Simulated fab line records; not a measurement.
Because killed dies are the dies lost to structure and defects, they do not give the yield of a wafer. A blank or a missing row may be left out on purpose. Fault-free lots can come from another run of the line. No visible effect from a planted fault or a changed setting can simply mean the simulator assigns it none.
Struck lot and sound lot, side by side / flow n5Finfet / 14 steps out of a route of 1938
Sound: these wafers, L658.3, L658.4, L658.5. Struck: wafer L666.4 (left out: L666.3, L666.6 of the same lot, which were not struck); the cause appears at the end.
Per side, at each step with rows, come the tool, then ch with its chambers, and then its first start. Under that, the readings that differ: sound wafers / struck wafers / difference of the means / sigmas: that difference in standard deviations of wafers without a fault.
alike: words and numbers the same on both sides, and readings whose means are apart by under 2 such deviations; not compared: readings that were withheld, readings missing a value for some wafer, numbers with overlapping values and no deviation given by the record, and bounds like >300 which may hide the same value.
Wherever a step has rows on one side only, a row that says differs or no value, or a row with sigmas, the two part there. Numbers that have no deviation but don't overlap get no sigmas and don't part them. A reading that every wafer of one side lacks parts them only if that side has two wafers or more.

first, 5 steps without rows for these wafers: N5_BEOL_M10_EBR_24; N5_BEOL_M10_SOFTBAKE_23 (time 60 s); N5_BEOL_M10_EXPOSE_25 (exposes mask V9); N5_BEOL_M10_PEB_26 (peb time 60 s); N5_BEOL_M10_DEVELOP_27 (develop time 30 s).
N5_BEOL_M10_CD_MEAS_28: the cd target is 70 nm.
  sound on cdSem-01 ch 0, day 12 22:20; struck on cdSem-02 ch 0, day 14 16:16
  alike: cdNm
N5_BEOL_M10_OVL_MEAS_29:
  sound on overlay-01 ch 0, day 12 22:22; struck on overlay-01 ch 0, day 14 16:20
reading=V9_OVL (nm); sound=-0.8 -0.4 -0.1; struck=1.6; difference=+2.0; sigmas=+3
N5_BEOL_M10_INSPECT_30: inspects for defects (brightfield).
  sound: defectInspect-01 at day 12 22:23; struck: defectInspect-02 at day 14 16:21
  alike: rawDefectCount
N5_BEOL_M10_DESCUM_33: chemistry O2, time 7.9 s.
  sound on rieDiel-05 ch 0,2,3, day 12 22:25; struck on rieDiel-05 ch 2, day 14 16:23
  alike: drypumpMotorCurrentA, oesProductAu, rfVppV, showerheadPlenumPTorr, throttleValvePct
  not compared: rfHoursCounterH
N5_BEOL_M10_ETCH_65: etches SiARC in CF4, target depth 39 nm, time 65 s.
  sound on rieDiel-05 ch 0,2,3, day 12 22:28; struck on rieDiel-05 ch 2, day 14 16:25
  alike: drypumpMotorCurrentA, etchRfOnTimeS, oesProductAu, rfVppV, showerheadPlenumPTorr, throttleValvePct
  not compared: rfHoursCounterH
N5_BEOL_M10_ETCH_66: etches SOC in N2/H2, target depth 120 nm, overetch 24 nm, time 180 s.
  sound on rieDiel-05 ch 0,2,3, day 12 22:31; struck on rieDiel-05 ch 2, day 14 16:28
  alike: drypumpMotorCurrentA, h2FlowSccm, oesProductAu, rfVppV, runLengthS, showerheadPlenumPTorr, throttleValvePct
  not compared: rfHoursCounterH
then, 1 step without rows for these wafers: N5_BEOL_M10_STRIP_69 (strips in N2/H2).
N5_BEOL_M10_VIA_ETCH_34: etches SiCOH lowk in C4F6/O2, target depth 184.5 nm, time 69.2 s.
  sound on rieDiel-05 ch 0,2,3, day 12 22:38; struck on rieDiel-05 ch 2, day 14 16:35
reading=runLengthS (s); sound=91.8 93.0 93.0; struck=98.2; difference=+5.6; sigmas=+13
reading=model.etch.depthNm (nm); sound=186.6 184.3 184.9; struck=200.7; difference=+15.4; sigmas=
reading=model.SOC_of_BEOL_M10_COAT_63.thkNm (nm); sound=92.2 92.2 92.2; struck=91.2; difference=-1.0; sigmas=
  alike: O2_flow_sccm, drypumpMotorCurrentA, oesProductAu, rfVppV, showerheadPlenumPTorr, throttleValvePct
  not compared: rfHoursCounterH
then, 1 step without rows for these wafers: N5_BEOL_M10_STRIP_73 (strips in C4F6/O2).

== WHERE THEY PART ==
Last at N5_BEOL_M10_VIA_ETCH_34 as far as this record goes, first at N5_BEOL_M10_OVL_MEAS_29.

WHY: what had been put in by the simulator
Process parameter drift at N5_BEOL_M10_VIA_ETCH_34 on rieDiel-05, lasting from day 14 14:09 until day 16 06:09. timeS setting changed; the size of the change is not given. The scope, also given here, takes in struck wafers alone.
